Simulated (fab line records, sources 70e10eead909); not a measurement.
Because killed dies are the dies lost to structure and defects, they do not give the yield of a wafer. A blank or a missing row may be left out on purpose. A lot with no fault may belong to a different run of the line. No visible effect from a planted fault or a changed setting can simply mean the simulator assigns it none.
A struck lot beside a sound one || flow nand-harc || 15 steps out of a route of 1302
Sound: the wafers L137.1, L137.2, L137.3. Struck: wafers L139.1, L139.3, L139.6. The cause is given at the end.
For every step that has rows: the tool of each side, followed by ch and its chambers, followed by its first start. Under that, the readings that differ: sound wafers || struck wafers || difference of the means || sigmas: that difference in standard deviations of wafers without a fault.
alike: readings with means less than 2 such deviations apart, plus words and numbers identical on both sides. not compared: withheld readings, readings lacking a value on some wafer, bounds such as >300 that could conceal the same value, and numbers that have no deviation in the record and whose values overlap.
The two part at a step that has a row with sigmas, a row that says differs or no value, or rows on one side only. Non-overlapping numbers with no deviation appear without sigmas and do not part them. A reading that every wafer of one side lacks parts them only if that side has two wafers or more.

first, 5 steps without rows for these wafers: NHARC_A_SGD_CUT_SOFTBAKE_04 (time 55 s); NHARC_A_SGD_CUT_EBR_05; NHARC_A_SGD_CUT_EXPOSE_06 (exposes mask SGD); NHARC_A_SGD_CUT_PEB_07 (peb time 65 s); NHARC_A_SGD_CUT_DEVELOP_08 (develop time 35 s).
NHARC_A_SGD_CUT_CD_MEAS_09: target cd 100 nm.
  sound on cd-sem-03 ch 0, day 24 04:08; struck on cd-sem-03 ch 0, day 24 21:56
{"reading": "cd-nm (nm)", "sound": "98.7 98.4 99.1", "struck": "100.4 100.5 100.3", "difference": "+1.7", "sigmas": "+3"}
NHARC_A_SGD_CUT_OVL_MEAS_10:
  sound on overlay-01 at day 24 04:13; struck on overlay-01 at day 24 22:02
{"reading": "overlay-y-nm (nm)", "sound": "-0.2 -0.2 -0.7", "struck": "1.6 1.5 2.0", "difference": "+2.1", "sigmas": "+2"}
  alike: overlay-x-nm
NHARC_A_SGD_CUT_INSPECT_11:
  sound on defect-inspect-02 at day 24 04:15; struck on defect-inspect-02 at day 24 22:04
  alike: raw-defect-count
NHARC_A_SGD_CUT_DESCUM_14: chemistry O2, time 3 s.
  sound on rie-diel-03 ch 0,1,3, day 24 04:19; struck on rie-diel-12 ch 1,3, day 24 22:08
  alike: drypump-motor-current-A, oes-product-au, rf-vpp-V, showerhead-plenum-p-Torr, throttle-valve-pct
  not compared: rf-hours-counter-h
NHARC_A_SGD_CUT_ETCH_58: etches the open film in CF4, target depth 39 nm, time 65 s.
  sound on rie-diel-03 ch 0,1,2, day 24 04:24; struck on rie-diel-12 ch 1,2, day 24 22:14
  alike: drypump-motor-current-A, oes-product-au, rf-vpp-V, run-length-s, showerhead-plenum-p-Torr, throttle-valve-pct
  not compared: rf-hours-counter-h
NHARC_A_SGD_CUT_ETCH_59: etches the open film in N2/H2, target depth 260 nm, time 406.25 s.
  sound: rie-diel-03 ch 0,1,3; struck: rie-diel-12 ch 2,3
  alike: drypump-motor-current-A, oes-product-au, rf-vpp-V, run-length-s, showerhead-plenum-p-Torr, throttle-valve-pct
  not compared: rf-hours-counter-h
NHARC_A_SGD_CUT_ETCH_15: etches the open film in CH3F/O2, target depth 75 nm, time 64.3 s.
  sound: rie-diel-03 ch 1,2,3; struck: rie-diel-12 ch 1,2,3
  alike: ch3f-flow-sccm, drypump-motor-current-A, oes-product-au, rf-vpp-V, run-length-s, showerhead-plenum-p-Torr, throttle-valve-pct
  not compared: rf-hours-counter-h
NHARC_A_SGD_CUT_ETCH_16: etches the open film in C4F8/O2/Ar, target depth 310.5 nm, time 155.2 s.
  sound on rie-diel-03 ch 0,2,3, day 24 04:54; struck on rie-diel-12 ch 1,2,3, day 24 22:48
{"reading": "run-length-s (s)", "sound": "176.8 176.6 176.7", "struck": "161.7 161.3 160.7", "difference": -15.5, "sigmas": -31}
  alike: oes-product-au, rf-vpp-V
  not compared: rf-hours-counter-h
then, 1 step without rows for these wafers: NHARC_A_SGD_CUT_STRIP_60 (strips in C4F8/O2/Ar).
-- break in the record here, with 5 days between the starts of the struck wafers on either side (left off in module A_SGD_CUT, picked up again in module END, where the first step shown is number 1302 on the route) --
NHARC_END_SORT_01:
  the record has rows for the struck wafers here (prober-02 ch 0, day 30 02:37) and none for the sound ones

== WHERE THEY PART ==
Last at NHARC_END_SORT_01 as far as this record goes, first at NHARC_A_SGD_CUT_CD_MEAS_09.

WHY: what had been put in by the simulator
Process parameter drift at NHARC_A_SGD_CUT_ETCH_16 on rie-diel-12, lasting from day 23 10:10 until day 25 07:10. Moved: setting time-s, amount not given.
